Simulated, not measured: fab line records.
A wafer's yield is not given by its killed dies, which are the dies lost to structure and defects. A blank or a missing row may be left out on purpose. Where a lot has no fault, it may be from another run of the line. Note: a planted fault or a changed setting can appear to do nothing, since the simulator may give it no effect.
Chamber matching | flow n5Finfet | N5_BEOL_M2_VIA_ETCH_34 on rieDiel-03: 4 sister chambers
The step etches the open film in C4F6/O2, target depth 69.4 nm, time 65.9 s. 4 wafers are shown with their chamber, then 9 later ones without.

EACH WAFER AND ITS CHAMBER
wafer  | chamber | rfVppV (V)
L087.4 | 1       | 666
L088.3 | 2       | 652
L089.1 | 3       | 684
L089.6 | 0       | 662

WAFERS WHOSE CHAMBER IS MISSING
wafer  | rfVppV (V)
L091.2 | 666
L091.3 | 662
L091.5 | 664
L092.1 | 650
L092.4 | 662
L092.5 | 662
L095.1 | 665
L095.3 | 650
L095.6 | 652

CHAMBER TAKEN BY EACH
wafer  | from the rows above     | in truth
L091.2 | 1                       | 1
L091.3 | 0                       | 0
L091.5 | can't be placed: 0 or 1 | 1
L092.1 | 2                       | 2
L092.4 | 0                       | 0
L092.5 | 0                       | 0
L095.1 | can't be placed: 1 or 0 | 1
L095.3 | 2                       | 2
L095.6 | 2                       | 2
Placed correctly: 7 of 9. From these rows, 2 cannot be placed; in 2 the true chamber is one of the candidates. 0 placed wrongly.
How it was worked out, from the rows above alone: a wafer's distance from a chamber is the root of the sum, over the readings, of the square of ((its reading less the chamber's mean) divided by the reading's scatter). If the next closest chamber is less than 2 further off than the closest, the wafer can't be placed; otherwise it belongs to the closest. A chamber's mean is the mean of its shown wafers. The scatter: with one shown wafer a chamber, the root of the mean of the squares of how far each hidden wafer lies from its nearest shown one.
